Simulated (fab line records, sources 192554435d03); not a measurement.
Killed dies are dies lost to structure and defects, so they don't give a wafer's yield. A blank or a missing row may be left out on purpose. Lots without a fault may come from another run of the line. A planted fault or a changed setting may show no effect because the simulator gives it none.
One fault seen from 3 desks | flow n5_finfet | each desk has only its own numbers; what lay behind them comes last

THE METROLOGY DESK
What the gauges read, lot by lot, whatever tool the lot ran on: means of the sampled wafers that have a number. A lot is out of limits, marked OUT, if its mean lies more than 4 standard deviations from the usual mean; the brackets give that distance. Of its 10 readings 7 are shown: those that lie furthest out on some lot.
Columns: A = DIBL_P at N5_BEOL_M4_RC_MEAS_101, usual 36.3 mV/V; B = IOFF_N at N5_BEOL_M4_RC_MEAS_101, usual 0.157 nA/um; C = IOFF_P at N5_BEOL_M4_RC_MEAS_101, usual 0.22 nA/um; D = ION_N at N5_BEOL_M4_RC_MEAS_101, usual 675 uA/um; E = SS_N at N5_BEOL_M4_RC_MEAS_101, usual 71.4 mV/dec; F = VT_N at N5_BEOL_M4_RC_MEAS_101, usual 249.8 mV; G = VT_P at N5_BEOL_M4_RC_MEAS_101, usual -249 mV
lot  | first seen here | A    | B     | C    | D   | E    | F     | G
L684 | day 8 02:21     | 37.4 | 0.152 | 0.21 | 673 | 71.5 | 249.3 | -251
L685 | day 9 11:22     | 37.8 | 0.171 | 0.24 | 683 | 71.8 | 248.7 | -248
L688 | day 9 17:05     | 36.4 | 0.176 | 0.24 | 690 | 71.7 | 248.1 | -248
L690 | day 10 18:52    | 36.2 | 0.144 | 0.19 | 675 | 71.5 | 252.3 | -252
L701 | day 13 11:38    | 34.4 | 0.143 | 0.23 | 679 | 71.8 | 251.6 | -248
L703 | day 13 12:34    | 35.8 | 0.123 | 0.18 | 657 | 70.9 | 254.5 | -251
L706 | day 13 19:12    | 36.9 | 0.166 | 0.26 | 672 | 71.5 | 247.6 | -246
L707 | day 14 19:49    | 38.3 | 0.171 | 0.28 | 679 | 71.2 | 249.3 | -244
This desk's finding: nothing out of limits on any of the 8 lots.

THE TOOL OWNER'S DESK: rie_diel-04
The tool's own readings at N5_FIN_CUT_ETCH_30 (etches underlayer in N2/H2, target depth 13 nm, time 10.4 s): means of the sampled wafers that have a number, for each lot that ran on this tool. A lot is out of limits, marked OUT, if its mean lies more than 4 standard deviations from the usual mean; the brackets give that distance.
Columns: A = drypump_motor_current_A at N5_FIN_CUT_ETCH_30, usual 5.8 A; B = etch_rf_on_time_s at N5_FIN_CUT_ETCH_30, usual 10.41 s; C = oes_product_au at N5_FIN_CUT_ETCH_30, usual 0.63 a.u.; D = rf_vpp_V at N5_FIN_CUT_ETCH_30, usual 523.3 V; E = showerhead_plenum_p_Torr at N5_FIN_CUT_ETCH_30, usual 2.52 Torr; F = throttle_valve_pct at N5_FIN_CUT_ETCH_30, usual 17.99 %
lot  | first seen here | A   | B     | C    | D     | E    | F
L685 | day 2 09:54     | 6.4 | 10.36 | 0.68 | 522.3 | 2.48 | 17.93
L688 | day 3 04:57     | 5.6 | 10.17 | 0.64 | 523.1 | 2.49 | 18.01
L703 | day 6 22:02     | 5.8 | 10.37 | 0.63 | 523.2 | 2.53 | 17.95
This desk's finding: nothing out of limits on any of the 3 lots.

THE DEFECT DESK
What the inspections along the route counted, lot by lot: means of the sampled wafers that have a number. A lot is out of limits, marked OUT, if its mean lies more than 4 standard deviations from the usual mean; the brackets give that distance.
Columns: A = raw_defect_count at N5_FIN_CUT_INSPECT_17, usual 239
lot  | first seen here | A
L684 | day 2 08:58     | 221
L685 | day 2 10:47     | 184
L688 | day 3 05:50     | 179
L690 | day 3 19:32     | 301
L701 | day 6 11:01     | 309
L703 | day 6 22:55     | 437
L706 | day 7 17:25     | 232
L707 | day 7 21:32     | 199
This desk's finding: nothing out of limits on any of the 8 lots.

PUT TOGETHER
The metrology desk saw nothing out of limits.
The tool owner's desk saw nothing out of limits.
The defect desk saw nothing out of limits.

WHAT THE SIMULATOR HAD PUT IN
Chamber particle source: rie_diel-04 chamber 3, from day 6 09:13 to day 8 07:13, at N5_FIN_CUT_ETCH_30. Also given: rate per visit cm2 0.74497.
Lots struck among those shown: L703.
